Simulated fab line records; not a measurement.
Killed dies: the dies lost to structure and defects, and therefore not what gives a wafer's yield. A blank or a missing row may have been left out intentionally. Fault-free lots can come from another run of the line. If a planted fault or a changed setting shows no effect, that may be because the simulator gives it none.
Lot-split experiment    flow n5Finfet    on a route of 1938 steps: 7 lots, 39 wafers read

## SPLIT DETAILS
At N5_SD_EPI_N_EPI_21 (deposits Si:P, time 690 s), the setting timeS was moved away from the recipe's 690 s on 6 of the 39 wafers read, by +37.9% to +54.5%. For the rest of the wafers, this setting stayed at what the recipe calls for.

## FROM THE SPLIT TO THE READING: what the file shows between them, 4 steps
- N5_SD_EPI_N_EPI_MEAS_23
- N5_SD_EPI_N_PRECLEAN_24: cleans in O3/DIW, time 60 s
- N5_SD_EPI_N_SRD_25: time 30 s
- N5_SD_EPI_P_EPI_21: deposits SiGe:B, time 355 s

## THE READING
Si-P_of_SD_EPI_N_EPI_21.thkNm (the simulator's own value, which no gauge read), in nm, at N5_SD_EPI_P_HM_STRIP_48 (strips SiNx in H3PO4, material SiNx, target depth 3 nm). The file gives no usual value for it. Average 58.1 nm, standard deviation 0.51 nm, over the 33 wafers here run with the recipe.

wafer   tool, chamber at the split  timeS as run, s  against the recipe  Si-P_of_SD_EPI_N_EPI_21.thkNm, nm  against lot-mates on the recipe
L079.1  epiRpcvd-01, 0              690              recipe              57.6                               -
L079.2  epiRpcvd-01, 0              690              recipe              58                                 -
L079.3  epiRpcvd-01, 0              690              recipe              58.2                               -
L079.4  epiRpcvd-01, 0              690              recipe              58.2                               -
L079.5  epiRpcvd-01, 0              690              recipe              58.4                               -
L079.6  epiRpcvd-01, 0              690              recipe              57.4                               -
L080.1  epiRpcvd-01, 0              690              recipe              57.8                               -
L080.3  epiRpcvd-01, 0              690              recipe              57.8                               -
L080.5  epiRpcvd-01, 0              690              recipe              57.8                               -
L080.2  epiRpcvd-01, 0              690              recipe              57.2                               -
L080.4  epiRpcvd-01, 0              690              recipe              58                                 -
L080.6  epiRpcvd-01, 0              690              recipe              57.6                               -
L082.1  epiRpcvd-01, 0              690              recipe              58                                 -
L082.4  epiRpcvd-01, 0              690              recipe              58                                 -
L082.5  epiRpcvd-01, 0              690              recipe              58                                 -
L082.6  epiRpcvd-01, 0              690              recipe              58                                 -
L082.2  epiRpcvd-01, 0              690              recipe              57.6                               -
L082.3  epiRpcvd-01, 0              690              recipe              58.8                               -
L083.1  epiRpcvd-01, 0              1066             +54.5%              79                                 +20.5
L083.2  epiRpcvd-01, 0              1066             +54.5%              80.2                               +21.7
L083.3  epiRpcvd-01, 0              690              recipe              58.8                               -
L083.4  epiRpcvd-01, 0              1066             +54.5%              79.2                               +20.7
L083.5  epiRpcvd-01, 0              690              recipe              58                                 -
L083.6  epiRpcvd-01, 0              690              recipe              58.6                               -
L091.2  epiRpcvd-03, 0              690              recipe              58.2                               -
L091.3  epiRpcvd-03, 0              690              recipe              59.2                               -
L091.4  epiRpcvd-03, 0              690              recipe              58.8                               -
L092.1  epiRpcvd-02, 0              690              recipe              57.8                               -
L092.2  epiRpcvd-02, 0              951.5            +37.9%              73.2                               +15.5
L092.6  epiRpcvd-02, 0              951.5            +37.9%              73.2                               +15.5
L092.3  epiRpcvd-02, 0              951.5            +37.9%              73                                 +15.3
L092.4  epiRpcvd-02, 0              690              recipe              58.4                               -
L092.5  epiRpcvd-02, 0              690              recipe              56.8                               -
L093.1  epiRpcvd-01, 0              690              recipe              58.4                               -
L093.2  epiRpcvd-01, 0              690              recipe              58.2                               -
L093.5  epiRpcvd-01, 0              690              recipe              58.2                               -
L093.3  epiRpcvd-01, 0              690              recipe              58                                 -
L093.4  epiRpcvd-01, 0              690              recipe              59.2                               -
L093.6  epiRpcvd-01, 0              690              recipe              57.8                               -

FIT RESULTS
A straight line over all 39 wafers: Si-P_of_SD_EPI_N_EPI_21.thkNm changes by +0.394 nm for each +1% of timeS; r = +1.00; the points scatter about the line by 0.51 nm.
The same after taking each lot's own level away (the mean of its wafers on the recipe; 39 wafers): +0.392 nm for each +1%; r = +1.00; scatter 0.45 nm.
On that fit, the largest move of timeS shifts the reading by 21 nm.
The span of the lots' own levels, 57.67 to 58.73 nm, comes to 2.1 times the standard deviation stated above.
Consequently the slope shifts little with the lot-to-lot level, the two slopes agreeing.
Check: for one of the wafers moved furthest among these (+54.5%), held out of the fit, the line's prediction against its lot-mates is +21.7 nm. Against them it came out at +20.5 nm.

## THE WHOLE CHAIN: every reading that the file lists as answering this split, in the file's order
step                     what it does                                            reading                                                                         change (the file's fit)                r (the file's)
N5_SD_EPI_N_EPI_21       deposits Si:P, time 690 s                               Si-P_of_SD_EPI_N_EPI_21.thkNm (the simulator's own value, which no gauge read)  +0.4 nm for each +1% of the setting    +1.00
N5_SD_EPI_N_EPI_MEAS_23                                                          thkNm                                                                           withheld for each +1% of the setting   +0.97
N5_SD_EPI_P_HM_STRIP_48  strips SiNx in H3PO4, material SiNx, target depth 3 nm  Si-P_of_SD_EPI_N_EPI_21.thkNm (the simulator's own value, which no gauge read)  +0.393 nm for each +1% of the setting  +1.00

## THE FILE'S OWN FIT
Si-P_of_SD_EPI_N_EPI_21.thkNm changes by +0.393 nm for each +1% of timeS, r = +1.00.
